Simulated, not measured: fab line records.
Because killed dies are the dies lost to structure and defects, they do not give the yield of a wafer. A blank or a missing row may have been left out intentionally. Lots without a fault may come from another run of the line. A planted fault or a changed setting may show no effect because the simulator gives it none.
What tool caused it? | flow nand_harc | 12 lots with 36 wafers sampled at 5 steps, on a route of 1159 steps

== WHAT THE GAUGES SHOWED, per wafer ==
NHARC_A_M0_OVL_MEAS_10: pitch 160 nm.
lot  | measured     | on         | overlay_x_nm (nm) | overlay_y_nm (nm)
L461 | day 17 01:17 | overlay-01 | 0.6 0.2 0.4       | -1.7 -1.0 -1.7
L465 | day 18 05:13 | overlay-02 | 0.1 -0.5 -0.4     | -0.7 -0.3 -0.2
L466 | day 18 09:40 | overlay-01 | 1.1 0.3 0.8       | -1.8 -1.6 -2.0
L470 | day 19 23:06 | overlay-02 | -1.1 -0.7 -0.7    | 0.3 0.8 0.9
L474 | day 20 05:39 | overlay-01 | -0.3 -0.1 0.4     | 0.8 0.9 0.8
L473 | day 20 15:17 | overlay-02 | -0.1 -0.7 -0.3    | 1.4 1.2 1.0
L475 | day 21 07:15 | overlay-01 | -0.9 -1.1 -1.1    | -0.1 -0.1 -0.2
L476 | day 21 21:34 | overlay-01 | 0.4 0.2 0.5       | 2.3 1.9 1.6
L480 | day 22 03:14 | overlay-02 | -1.2 -1.3 -1.1    | -0.9 -0.7 -0.5
L479 | day 22 05:21 | overlay-02 | -0.1 -0.5 -0.6    | 0.0 -0.2 0.1
L483 | day 23 01:09 | overlay-01 | 0.0 0.1 -0.4      | -0.9 -0.8 -1.4
L484 | day 23 03:04 | overlay-01 | 0.7 0.7 0.3       | -1.2 -0.8 -1.0

NHARC_END_SORT_01.
lot  | measured     | on        | defect_limited_yield (%) | killed_at_array | killed_at_other | killed_at_periphery | killed_dies | killed_open | killed_short | sort_bin_2_pct (%) | sort_bin_3_pct (%) | sort_bin_4_pct (%) | sort_n_pass | sort_rim_yield_pct (%) | sort_yield_pct (%)
L474 | day 21 22:49 | prober-02 | 98.1 97.6 96.6           | 13 16 17        | 0 0 0           | 0 0 6               | 13 16 23    | 1 3 3       | 0 2 3        | 0.6 0.7 0.9        | 0 0 0.44           | 1.3 1.6 2.1        | 664 661 654 | 98.1 98.1 96.2         | 98.1 97.6 96.6
L480 | day 24 04:32 | prober-02 | 0 0 0                    | 668 673 667     | 0 0 1           | 9 4 9               | 677 677 677 | 2 5 2       | 6 3 1        | 97.0 97.2 96.8     | 0.15 0.15 0.30     | 2.8 2.7 3.0        | 0 0 0       | 0 0 0                  | 0 0 0

== WHAT TOOL EACH LOT RAN ON (gives the tool, then ch and the chambers of the sampled wafers, and finally the start) ==
lot  | NHARC_A_BLC_STRIP_21               | NHARC_A_BLC_DEGAS_30         | NHARC_A_M0_PVD_21
L461 | rie_diel-04 ch 0,2,3, day 16 22:29 | pvd_sputter-02, day 16 22:55 | pvd_sputter-01, day 17 02:31
L465 | rie_diel-13 ch 0,3, day 17 21:48   | pvd_sputter-02, day 17 22:13 | pvd_sputter-01, day 18 06:34
L466 | rie_diel-13 ch 0,1,3, day 18 06:53 | pvd_sputter-03, day 18 07:18 | pvd_sputter-02, day 18 10:55
L470 | rie_diel-13 ch 0,2,3, day 19 19:31 | pvd_sputter-03, day 19 19:56 | pvd_sputter-03, day 20 00:21
L474 | rie_diel-04 ch 1,3, day 20 02:50   | pvd_sputter-01, day 20 03:16 | pvd_sputter-01, day 20 06:58
L473 | rie_diel-09 ch 0,1, day 20 07:18   | pvd_sputter-02, day 20 07:44 | pvd_sputter-02, day 20 16:58
L475 | rie_diel-13 ch 0,1,2, day 20 15:12 | pvd_sputter-03, day 20 15:36 | pvd_sputter-01, day 21 08:36
L476 | rie_diel-13 ch 0,2,3, day 21 09:38 | pvd_sputter-03, day 21 10:03 | pvd_sputter-03, day 21 22:52
L480 | rie_diel-04 ch 1,2,3, day 22 00:20 | pvd_sputter-02, day 22 00:46 | pvd_sputter-01, day 22 04:34
L479 | rie_diel-13 ch 0,2,3, day 22 02:42 | pvd_sputter-03, day 22 03:07 | pvd_sputter-01, day 22 06:37
L483 | rie_diel-09 ch 0,2,3, day 22 22:22 | pvd_sputter-03, day 22 22:47 | pvd_sputter-02, day 23 02:26
L484 | rie_diel-04 ch 2,3, day 22 23:18   | pvd_sputter-03, day 22 23:44 | pvd_sputter-02, day 23 04:23
- NHARC_A_BLC_STRIP_21: strips in O2.
- NHARC_A_BLC_DEGAS_30: time 60 s.
- NHARC_A_M0_PVD_21: deposits Cu, target thk 30 nm, time 20.49 s.

== AS READ BY THE TOOLS THEMSELVES (means over the sampled wafers that have a number; for cases with no such wafer, the mark the record gives instead) ==
NHARC_A_BLC_STRIP_21.
lot  | tool        | drypump_motor_current_A (A) | oes_product_au (a.u.) | rf_vpp_V (V) | showerhead_plenum_p_Torr (Torr) | throttle_valve_pct (%)
L461 | rie_diel-04 | 5.8                         | 1.000                 | 57.8         | 3.49                            | 17.039
L465 | rie_diel-13 | 5.8                         | 0.996                 | 57.5         | 3.60                            | 17.034
L466 | rie_diel-13 | 5.8                         | 0.996                 | 58.3         | 3.59                            | 17.039
L470 | rie_diel-13 | 5.6                         | 0.997                 | 57.7         | 3.52                            | 17.031
L474 | rie_diel-04 | 5.3                         | 0.989                 | 56.5         | 3.46                            | 17.050
L473 | rie_diel-09 | 5.0                         | 0.997                 | 58.2         | 3.46                            | 17.042
L475 | rie_diel-13 | 5.5                         | 1.002                 | 57.5         | 3.51                            | 17.033
L476 | rie_diel-13 | 5.6                         | 1.007                 | 57.6         | 3.52                            | 17.034
L480 | rie_diel-04 | 5.7                         | 1.001                 | 58.5         | 3.49                            | 17.035
L479 | rie_diel-13 | 5.6                         | 0.988                 | 58.0         | 3.52                            | 17.039
L483 | rie_diel-09 | 5.2                         | 0.998                 | 57.9         | 3.56                            | 17.031
L484 | rie_diel-04 | 6.0                         | 0.998                 | 57.5         | 3.40                            | 17.041

NHARC_A_BLC_DEGAS_30.
lot  | tool           | heater_power_w (W)
L461 | pvd_sputter-02 | 425
L465 | pvd_sputter-02 | 452
L466 | pvd_sputter-03 | 461
L470 | pvd_sputter-03 | 460
L474 | pvd_sputter-01 | 477
L473 | pvd_sputter-02 | 453
L475 | pvd_sputter-03 | 477
L476 | pvd_sputter-03 | 479
L480 | pvd_sputter-02 | 416
L479 | pvd_sputter-03 | 477
L483 | pvd_sputter-03 | 474
L484 | pvd_sputter-03 | 470

NHARC_A_M0_PVD_21.
lot  | tool           | cathode_dc_power_W (W) | chamber_pressure_pa (Pa) | throttle_valve_pct (%)
L461 | pvd_sputter-01 | 5000.2                 | 5.001                    | 29.2
L465 | pvd_sputter-01 | 5000.3                 | 5.007                    | 29.6
L466 | pvd_sputter-02 | 5000.7                 | 4.995                    | 30.3
L470 | pvd_sputter-03 | 5000.0                 | 5.005                    | 29.9
L474 | pvd_sputter-01 | 4999.4                 | 4.993                    | 29.4
L473 | pvd_sputter-02 | 4999.3                 | 5.003                    | 30.4
L475 | pvd_sputter-01 | 4999.2                 | 5.005                    | 29.5
L476 | pvd_sputter-03 | 5001.0                 | 4.998                    | 29.7
L480 | pvd_sputter-01 | -                      | -                        | -
L479 | pvd_sputter-01 | -                      | -                        | -
L483 | pvd_sputter-02 | 5000.1                 | 4.993                    | 30.4
L484 | pvd_sputter-02 | 4999.7                 | 4.998                    | 30.4

== THE ANSWER, worked out from the rows above alone ==
Rule: the lots themselves supply what counts as usual. The widest of any qualifying gaps counts: lots, ordered by their means at a reading, are off when they make up no more than a third of the lots, leave a main group of 4 or more, and stand apart from it by 3 or more times the standard deviation of that group's means. Not used: any main group whose means are identical at the precision the tables above print for the reading. A lot without any number at a reading at which 4 lots or more have one is off too. Where the step has rows for the other lots, those lots are counted as sound. Order of review: gauges by route order, followed by the tools' own readings, for which a lot's mean as printed above is used. The first step at which some lot is off is used, and at that step the reading that is off furthest; a lot without a number counts as furthest.
Off, at NHARC_A_M0_PVD_21 on cathode_dc_power_W: L480, L479. Without a number there: L480, L479. Main group: mean 5000.0 W, sd 0.57.
If a tool, at that step or one of the process steps before it, ran each lot that is off and ran no sound lot following the first of them, it fits. One fits: pvd_sputter-01 at NHARC_A_M0_PVD_21. A fault onset in the window from L475 (day 21 08:36, its last sound lot) to L480 (day 22 04:34, its first lot off) fits.
Blank at NHARC_A_M0_PVD_21 on the lots that are off, where sound lots have numbers: cathode_dc_power_W, chamber_pressure_pa, throttle_valve_pct.

== WHAT THE SIMULATOR HAD PUT IN ==
Skipped step whole: pvd_sputter-01, from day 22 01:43 on, at NHARC_A_M0_PVD_21. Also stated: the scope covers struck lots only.
Struck lots among those shown: L480, L479. The rule given above showed the same thing.
